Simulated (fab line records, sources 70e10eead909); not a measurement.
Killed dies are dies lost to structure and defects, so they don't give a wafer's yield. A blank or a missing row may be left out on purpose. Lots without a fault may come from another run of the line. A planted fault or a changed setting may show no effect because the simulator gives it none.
Chamber matching | flow nand_harc | NHARC_THIN_TSV_DEP_47 on pecvd-02: 3 sister chambers
The step deposits SiO2, target thk 200 nm. 3 wafers are shown with their chamber, then 7 later ones without.

WAFERS WITH THEIR CHAMBER
wafer  | chamber | throttle_valve_pct (%)
L803.5 | 1       | 16.0
L803.6 | 0       | 16.2
L805.5 | 2       | 15.4

WAFERS WITHOUT THEIR CHAMBER
wafer  | throttle_valve_pct (%)
L805.6 | 16.1
L809.3 | 15.5
L809.4 | 15.8
L809.6 | 15.8
L817.4 | 15.6
L817.5 | 15.7
L817.6 | 16.4

WHICH CHAMBER EACH WENT THROUGH
wafer  | from the rows above          | in truth
L805.6 | can't be placed: 0 or 1      | 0
L809.3 | 2                            | 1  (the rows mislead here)
L809.4 | can't be placed: 1 or 0 or 2 | 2
L809.6 | can't be placed: 1 or 0 or 2 | 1
L817.4 | can't be placed: 2 or 1      | 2
L817.5 | can't be placed: 2 or 1 or 0 | 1
L817.6 | can't be placed: 0 or 1      | 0
Placed correctly: 0 of 7. Can't be placed from these rows: 6 (the true chamber is among the candidates in 6). Placed wrongly: 1.
How it was worked out, from the rows above alone: a wafer's distance from a chamber is the root of the sum, over the readings, of the square of ((its reading less the chamber's mean) divided by the reading's scatter). The wafer belongs to the nearest chamber; if the next one is less than 2 further off, it can't be placed. A chamber's mean is the mean of its shown wafers. The scatter: with one shown wafer a chamber, the root of the mean of the squares of how far each hidden wafer lies from its nearest shown one.
